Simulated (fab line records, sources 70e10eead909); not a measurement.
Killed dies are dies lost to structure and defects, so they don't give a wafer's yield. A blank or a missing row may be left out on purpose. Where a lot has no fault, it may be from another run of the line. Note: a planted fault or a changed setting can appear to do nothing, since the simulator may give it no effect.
fab line records    flow nand_harc
record lots=15  wafers=45  last_day=33
route steps=1302 shown P_M1@311 P_M2@332
lots untouched by any fault: they come from a run of this same line in which no faults occurred
start_h: the number of hours between the record's first day and the start of the first shown wafer of the lot    wait_h: how many hours have passed since the lot's step before this one    " the same as in the row above    L1.1+2: several wafers, shown together as one row    - no value, or no start given    * or withheld: withheld    < > ~ a bound
route shown NAME@n: a module of which the file shows steps, and the number in the route of the first    usual: the fault-free wafers' mean and standard deviation    same: alike in all rows    chamber/n: place in a boat    sites: the reading at each site    _std_site: how widely they spread, as a standard deviation    _edge_site: mean of outer sites minus mean of inner sites    radius_mm: for every site, how far away it sits from the centre of the wafer    mask NAME#n: copy n    behind: the most recent tool/chamber to have shaped the wafer    hold: cause of the lot's hold/its duration in hours/its outcome    device: whichever transistor did not switch (one of n, p or np)    end of line: the route-end tests of the same wafers    where a step has no rows: the recipe by itself    killed: not the wafer's yield, but the dies lost to structure and defects at the first sort    map: dies across one wafer; x = killed, . = not, _ = none there
set.NAME: the setting as run; set.NAME@STEP: as run at that earlier step    model.NAME: the simulator's own value behind a step, which no gauge read
route steps across a sampled set of lots; one table per step, one row per wafer
services: from which hour (start_h, from the record's first day; less than 0 if before it) a tool's chamber was out of use, for how many hours, and why
## steps
# step NHARC_P_M1_CMP_23
# recipe t_overpolish_s=20  target_thk_nm=157.82
# usual motor_current_A=12.7/1.3  time_to_endpoint_s=30/3.1
lot.wafer  tool    chamber  start_h  wait_h  motor_current_A  time_to_endpoint_s
L759.1     cmp-01  2        151.93   -       11.0             32
L759.4     "       3        "        "       11.0             38
L759.2     "       0        "        "       12.3             31
L760.4     cmp-01  1        153.28   -       12.7             32
L760.3     "       2        "        "       11.6             28
L760.5     "       1        "        "       13.5             32
L763.2     cmp-04  0        186.88   -       15.0             31
L763.1     "       2        "        "       12.6             25
L763.6     "       0        "        "       15.2             34
L764.2     cmp-01  2        202.50   -       10.9             26
L764.3     "       3        "        "       11.3             33
L764.6     "       2        "        "       11.1             26
L765.1     cmp-04  0        204.32   -       14.4             35
L765.2     "       2        "        "       12.8             22
L765.4     "       3        "        "       13.8             30
L769.3     cmp-02  2        256.06   -       11.2             34
L769.6     "       3        "        "       13.8             29
L769.5     "       0        "        "       11.5             29
L770.4     cmp-04  1        256.10   -       14.0             30
L770.2     "       2        "        "       12.4             24
L770.5     "       1        "        "       13.2             25
L772.3     cmp-02  1        272.73   -       11.7             30
L772.5     "       2        "        "       10.9             30
L772.6     "       3        "        "       13.2             25
L773.3     cmp-01  3        289.08   -       11.9             36
L773.1     "       0        "        "       12.6             30
L773.4     "       2        "        "       10.6             28
L774.1     cmp-04  2        291.01   -       12.9             25
L774.2     "       0        "        "       14.1             33
L774.6     "       3        "        "       13.9             30
L775.1     cmp-01  0        308.78   -       13.0             29
L775.4     "       1        "        "       12.9             28
L775.6     "       0        "        "       12.6             29
L776.2     cmp-02  3        315.85   -       13.4             26
L776.1     "       1        "        "       13.2             28
L776.6     "       2        "        "       10.5             28
L778.3     cmp-01  0        333.62   -       12.4             31
L778.6     "       0        "        "       12.6             30
L778.5     "       1        "        "       13.0             31
L779.3     cmp-01  1        347.27   -       13.0             28
L779.2     "       3        "        "       11.8             33
L779.5     "       1        "        "       12.8             29
L780.4     cmp-02  2        353.48   -       11.5             29
L780.3     "       3        "        "       12.9             25
L780.6     "       3        "        "       13.3             27
# step NHARC_P_M1_THK_MEAS_24
# recipe thk_meas_gauge=xrf
# usual thk_nm=158.3/1.7
lot.wafer  tool           chamber  start_h  wait_h  thk_nm
L759.1     film_metro-01  -        152.21   -       158.8
L759.2     "              -        "        "       158.7
L759.4     "              -        "        "       160.7
L760.3     film_metro-02  -        153.57   -       159.5
L760.4     "              -        "        "       159.8
L760.5     "              -        "        "       162.4
L763.1     film_metro-01  -        187.19   -       157.0
L763.2     "              -        "        "       158.5
L763.6     "              -        "        "       160.7
L764.2     film_metro-02  -        202.80   -       156.2
L764.3     "              -        "        "       161.6
L764.6     "              -        "        "       156.5
L765.1     film_metro-02  -        204.63   -       160.2
L765.2     "              -        "        "       157.8
L765.4     "              -        "        "       159.7
L769.3     film_metro-01  -        256.30   -       159.1
L769.5     "              -        "        "       158.4
L769.6     "              -        "        "       158.1
L770.2     film_metro-02  -        256.38   -       154.6
L770.4     "              -        "        "       159.4
L770.5     "              -        "        "       159.6
L772.3     film_metro-02  -        272.96   -       160.4
L772.5     "              -        "        "       159.0
L772.6     "              -        "        "       157.8
L773.1     film_metro-01  -        289.40   -       158.6
L773.3     "              -        "        "       160.7
L773.4     "              -        "        "       158.2
L774.1     film_metro-01  -        291.32   -       156.2
L774.2     "              -        "        "       157.5
L774.6     "              -        "        "       159.8
L775.1     film_metro-01  -        309.06   -       158.0
L775.4     "              -        "        "       158.3
L775.6     "              -        "        "       155.7
L776.1     film_metro-01  -        316.13   -       156.3
L776.2     "              -        "        "       158.0
L776.6     "              -        "        "       158.5
L778.3     film_metro-02  -        333.93   -       157.1
L778.5     "              -        "        "       158.7
L778.6     "              -        "        "       157.4
L779.2     film_metro-01  -        347.58   -       158.1
L779.3     "              -        "        "       160.8
L779.5     "              -        "        "       159.9
L780.3     film_metro-01  -        353.80   -       155.6
L780.4     "              -        "        "       160.9
L780.6     "              -        "        "       156.4
# step NHARC_P_M2_ETCH_35
# recipe target_depth_a=400  overetch_a=120  time_s=43.94  ion_energy_ev=200  n2_flow_sccm=150  h2_flow_sccm=150  ar_flow_sccm=0  rf_w=400  bias_w=150  chemistry=N2/H2
# usual bias_w=150.1/0.44  chamber_pressure_mTorr=30.000/0.027  drypump_motor_current_A=5.8/0.33  oes_product_au=0.997/0.016  rf_vpp_V=431.3/1.8  showerhead_plenum_p_Torr=2.07/0.058  throttle_valve_pct=14.171/0.0087
lot.wafer  tool         chamber  start_h  wait_h  bias_w  chamber_pressure_mTorr  drypump_motor_current_A  oes_product_au  rf_hours_counter_h  rf_vpp_V  showerhead_plenum_p_Torr  throttle_valve_pct
L759.1     rie_diel-03  2        154.04   0.1     150.7   29.966                  6.0                      0.985           3.0                 430.7     2.09                      14.185
L759.2     "            3        "        "       149.7   30.009                  5.6                      0.999           3.2                 433.1     2.12                      14.192
L759.4     "            1        "        "       150.6   29.965                  5.3                      1.016           1.0                 431.4     2.06                      14.183
L760.3     rie_diel-07  1        155.39   0.1     150.1   30.006                  6.0                      1.007           1.4                 433.7     2.17                      14.174
L760.4     "            3        "        "       150.6   30.010                  6.1                      0.985           0.9                 426.2     1.90                      14.174
L760.5     "            1        "        "       150.8   30.037                  6.0                      1.010           -                   433.7     2.17                      14.165
L763.2     rie_diel-03  0        189.01   0.1     -       -                       -                        -               -                   -         -                         -
L763.1     "            2        "        "       -       -                       -                        -               -                   -         -                         -
L763.6     "            1        "        "       -       -                       -                        -               -                   -         -                         -
L764.3     rie_diel-03  0        204.62   0.1     -       -                       -                        -               -                   -         -                         -
L764.2     "            1        "        "       -       -                       -                        -               -                   -         -                         -
L764.6     "            0        "        "       -       -                       -                        -               -                   -         -                         -
L765.1     rie_diel-03  1        206.51   0.1     -       -                       -                        -               -                   -         -                         -
L765.4     "            2        "        "       -       -                       -                        -               -                   -         -                         -
L765.2     "            3        "        "       -       -                       -                        -               -                   -         -                         -
L769.3     rie_diel-04  2        258.13   0.1     150.1   30.023                  6.2                      1.011           7.8                 428.0     1.97                      14.170
L769.6     "            3        "        "       149.4   30.012                  5.3                      0.999           -                   429.7     2.04                      14.167
L769.5     "            0        "        "       150.1   30.028                  5.8                      0.966           -                   431.7     2.09                      14.172
L770.2     rie_diel-07  1        258.28   0.1     149.7   30.004                  6.0                      1.023           6.3                 433.9     2.17                      14.164
L770.4     "            2        "        "       150.0   30.009                  6.3                      0.973           6.5                 431.9     2.06                      14.175
L770.5     "            3        "        "       149.5   30.010                  6.1                      0.990           -                   425.8     1.90                      14.183
L772.3     rie_diel-07  1        274.68   0.1     149.9   30.011                  6.0                      1.024           6.8                 433.8     2.17                      14.159
L772.5     "            2        "        "       149.8   30.027                  6.2                      0.980           -                   431.8     2.06                      14.185
L772.6     "            3        "        "       150.5   30.005                  6.1                      0.990           -                   426.3     1.89                      14.176
L773.1     rie_diel-03  3        291.09   0.1     149.9   30.041                  5.6                      0.966           0.0                 432.9     2.12                      14.190
L773.4     "            1        "        "       150.0   29.981                  5.3                      1.026           0.0                 431.3     2.06                      14.174
L773.3     "            2        "        "       150.3   30.039                  6.1                      0.986           0.0                 433.1     2.09                      14.176
L774.1     rie_diel-03  0        293.18   0.1     150.5   30.001                  5.6                      1.009           0.1                 430.3     2.03                      14.182
L774.2     "            2        "        "       150.2   30.014                  6.0                      0.995           0.1                 432.0     2.09                      14.171
L774.6     "            3        "        "       149.9   30.046                  5.5                      0.985           -                   433.1     2.12                      14.168
L775.1     rie_diel-04  3        310.88   0.1     149.6   30.064                  5.4                      1.010           10.3                430.2     2.04                      14.163
L775.4     "            1        "        "       150.2   30.000                  6.2                      0.986           10.3                431.9     2.05                      14.165
L775.6     "            0        "        "       150.8   30.004                  5.8                      0.959           -                   431.2     2.09                      14.169
L776.1     rie_diel-03  1        317.81   0.1     151.2   29.984                  5.2                      1.015           0.6                 430.2     2.06                      14.181
L776.2     "            0        "        "       150.4   29.995                  5.6                      1.002           1.7                 430.4     2.03                      14.168
L776.6     "            1        "        "       150.4   29.968                  5.3                      1.022           -                   431.1     2.06                      14.170
L778.3     rie_diel-03  1        335.80   0.1     149.8   30.004                  5.3                      1.019           1.9                 431.0     2.06                      14.176
L778.6     "            2        "        "       150.4   29.961                  6.1                      0.998           -                   431.7     2.09                      14.169
L778.5     "            3        "        "       150.1   29.985                  5.6                      0.974           -                   433.4     2.12                      14.179
L779.2     rie_diel-03  2        349.28   0.1     149.6   29.988                  6.1                      0.997           3.5                 432.1     2.09                      14.171
L779.3     "            3        "        "       150.2   30.003                  5.6                      0.988           3.9                 432.9     2.12                      14.178
L779.5     "            3        "        "       150.7   30.003                  5.6                      0.986           -                   433.0     2.12                      14.160
L780.3     rie_diel-03  1        355.62   0.1     150.8   30.030                  5.3                      1.006           2.6                 431.1     2.06                      14.184
L780.4     "            0        "        "       150.6   30.000                  5.6                      1.005           3.9                 428.9     2.02                      14.175
L780.6     "            1        "        "       150.3   29.988                  5.3                      1.022           -                   430.6     2.06                      14.162
# step NHARC_P_M2_PRE_CLEAN_30
# recipe time_s=30  temp_c=280  gas=H2/He
# usual heater_power_w=413/39
lot.wafer  tool            chamber  start_h  wait_h  heater_power_w
L759.1     pvd_sputter-01  -        -        -       369
L759.2     "               -        "        "       389
L759.4     "               -        "        "       459
L760.4     pvd_sputter-01  -        -        -       467
L760.3     "               -        "        "       366
L760.5     "               -        "        "       449
L763.2     pvd_sputter-03  -        -        -       339
L763.1     "               -        "        "       428
L763.6     "               -        "        "       326
L764.2     pvd_sputter-02  -        -        -       417
L764.3     "               -        "        "       426
L764.6     "               -        "        "       414
L765.1     pvd_sputter-03  -        -        -       333
L765.4     "               -        "        "       339
L765.2     "               -        "        "       417
L769.3     pvd_sputter-02  -        -        -       470
L769.5     "               -        "        "       430
L769.6     "               -        "        "       423
L770.4     pvd_sputter-01  -        -        -       394
L770.2     "               -        "        "       368
L770.5     "               -        "        "       394
L772.3     pvd_sputter-02  -        -        -       424
L772.5     "               -        "        "       417
L772.6     "               -        "        "       413
L773.4     pvd_sputter-03  -        -        -       452
L773.1     "               -        "        "       336
L773.3     "               -        "        "       422
L774.2     pvd_sputter-02  -        -        -       413
L774.1     "               -        "        "       425
L774.6     "               -        "        "       434
L775.1     pvd_sputter-02  -        -        -       419
L775.4     "               -        "        "       432
L775.6     "               -        "        "       406
L776.1     pvd_sputter-02  -        -        -       427
L776.2     "               -        "        "       411
L776.6     "               -        "        "       430
L778.3     pvd_sputter-02  -        -        -       426
L778.6     "               -        "        "       404
L778.5     "               -        "        "       415
L779.2     pvd_sputter-01  -        -        -       461
L779.3     "               -        "        "       377
L779.5     "               -        "        "       385
L780.4     pvd_sputter-02  -        -        -       426
L780.3     "               -        "        "       427
L780.6     "               -        "        "       423
## services
tool            chamber  start_h  hours  kind
cmp-01          -        128.94   0.4    repair
rie_diel-03     0        133.34   5.6    repair
cmp-02          -        134.58   4.0    pm
rie_diel-07     0        169.16   5.7    repair
cmp-04          -        170.83   2.0    repair
cmp-02          -        174.22   1.0    repair
cmp-01          -        185.50   4.0    pm
rie_diel-03     0        206.54   19.9   repair
cmp-01          -        208.99   2.6    repair
cmp-04          -        209.00   4.0    pm
pvd_sputter-01  -        226.56   10.0   pm
cmp-02          -        232.58   4.0    pm
cmp-01          -        239.60   6.6    repair
rie_diel-03     -        248.48   32.9   repair
cmp-01          -        249.65   0.3    repair
cmp-04          -        265.50   13.8   repair
cmp-01          -        272.17   1.2    repair
cmp-01          -        281.70   2.6    repair
pvd_sputter-02  -        282.02   10.0   pm
cmp-01          -        284.34   4.0    pm
rie_diel-03     1        295.59   5.3    repair
cmp-04          -        307.00   4.0    pm
cmp-04          -        317.53   0.7    repair
cmp-02          -        330.58   4.0    pm
## key
first_sign step=NHARC_P_M2_ETCH_35  reading=tool_record  direction=missing
effect none on later readings
met_at NHARC_P_M2_ETCH_35
struck_lots L763,L764,L765
later_rows_left_out L763.1,L763.2,L763.6,L764.2,L764.3,L764.6,L765.1,L765.2,L765.4
sort_left_out L763.1,L763.2,L763.6,L764.2,L764.3,L764.6,L765.1,L765.2,L765.4
not_acting_at NHARC_P_M1_CMP_23,NHARC_P_M1_THK_MEAS_24,NHARC_P_M2_PRE_CLEAN_30
onset_between 154.04 189.01
fault kind=skipped_step_whole  tool=rie_diel-03  chamber=-  onset_h=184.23  steps=NHARC_P_M2_ETCH_35  scope=struck_lots_only
# sort_left_out: the simulated sort isn't trusted on such a fault, so these wafers' sort isn't shown, and their yield isn't known
# later_rows_left_out: the simulator's readings of these wafers behind a module that went badly wrong aren't trusted and aren't shown, but for the sort
